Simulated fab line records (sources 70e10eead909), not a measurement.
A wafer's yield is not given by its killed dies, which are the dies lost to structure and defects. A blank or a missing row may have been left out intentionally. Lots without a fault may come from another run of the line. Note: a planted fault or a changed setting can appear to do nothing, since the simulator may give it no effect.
Problem report in the 8D (eight disciplines) form, filled by code :: flow nand harc :: the parts of the form that need people (team, actions taken, sign-off) are left out

== 1. WHAT WENT WRONG ==
killed at periphery at NHARC_END_SORT_01 reads a mean of 45.8 on 6 wafers of 2 lots; wafers without a fault read 3.8 with a standard deviation of 2.8. Relative to the usual mean, that is a shift of +15 standard deviations.
First observed at day 23 04:53: wafer L821.1, on prober-01. Wafers with a number at this step in the record: 12, from 4 lots. The rule behind "out" and "out of limits": a value lying over 4 standard deviations away from the usual mean. The rest of the wafers with a number are treated as sound.

== 2. WHAT IT IS, AND WHAT IT ISN'T ==
question: which readings at this step
is: killed at periphery
is not: killed at array, killed open, killed short, sort_bin_4_pct

question: which lots
is: L821, L825
is not: L815, L817

question: which wafers of those lots
is: all that have a number
is not: -

question: read on which gauges
is: prober-01, prober-02
is not: -

question: when
is: from day 23 04:53
is not: up to then (6 sound wafers)

== 3. SUSPECTS, AND WHAT RULES EACH OUT ==
Counting: any tool at a process step up to the reading is kept as a suspect provided that every lot that is out went through it and no sound lot did after the first of them.
- the gauge at NHARC_END_SORT_01: ruled out. 2 gauges (prober-01, prober-02) read the wafers that are out.
- rie diel-10 at NHARC_P_M2_ETCH_28 (etches the open film in CF4/N2, target depth 30 nm, time 72.99 s): kept. It ran every lot that is out, first L821 (day 10 03:29), and no sound lot after that; its last sound lot up to then is L817 (day 8 21:14).
- rie si-06 at NHARC_THIN_TSV_ETCH_15 (target depth 3000 nm, bosch target overetch cycles 2, bosch etch step 2.8 s): kept. It ran every lot that is out, first L821 (day 22 13:20), and no sound lot after that; its last sound lot up to then is L815 (day 20 12:32).
After counting, rie diel-10 at NHARC_P_M2_ETCH_28 and rie si-06 at NHARC_THIN_TSV_ETCH_15 remain.

== 4. THE CAUSE (what the simulator had put in) ==
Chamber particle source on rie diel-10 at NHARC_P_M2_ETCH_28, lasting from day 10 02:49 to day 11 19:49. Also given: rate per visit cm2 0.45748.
Of the 2 suspects that counting leaves, this tool is one.

== 5. THE EFFECT CHAIN, in route order ==
Each row: a reading whose mean over the struck wafers that have a number lies more than 3 standard deviations from the usual. Readings are gone through only where the record gives a usual standard deviation; hours: the median, over the lots, of the time from a lot's start at the first step in this table giving one to that lot's start at this step; sigmas: the change measured in usual standard deviations.
hours: 0
step: NHARC_END_SORT_01
reading: killed at periphery
usual: 3.8
on struck wafers: 45.8
change: +42.0
sigmas: +15

hours: 0
step: NHARC_END_SORT_01
reading: sort_bin_2_pct
usual: 1.5 %
on struck wafers: 4.0
change: +2.5
sigmas: +3.5

hours: 0
step: NHARC_END_SORT_01
reading: sort_bin_3_pct
usual: 0.28 %
on struck wafers: 1.58
change: +1.30
sigmas: +5.6

hours: 0
step: NHARC_END_SORT_01
reading: sort rim yield pct
usual: 94.8 %
on struck wafers: 85.8
change: -9.0
sigmas: -3.1

== 6. WHAT WOULD HAVE CAUGHT IT SOONER ==
Counted from the fault's start at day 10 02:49, it took 314 hours until the first out-of-limits reading at a measuring or inspecting step in this record, taken at day 23 04:53.
No tool reading at NHARC_P_M2_ETCH_28 that has a usual standard deviation in the record was out on any struck wafer, so an alarm limit of 4 standard deviations on those readings would not have fired.
All the lots that are out (2) had begun NHARC_P_M2_ETCH_28 on rie diel-10 by day 23 04:53. Had the tool been put on hold then, not one of them would have been saved.
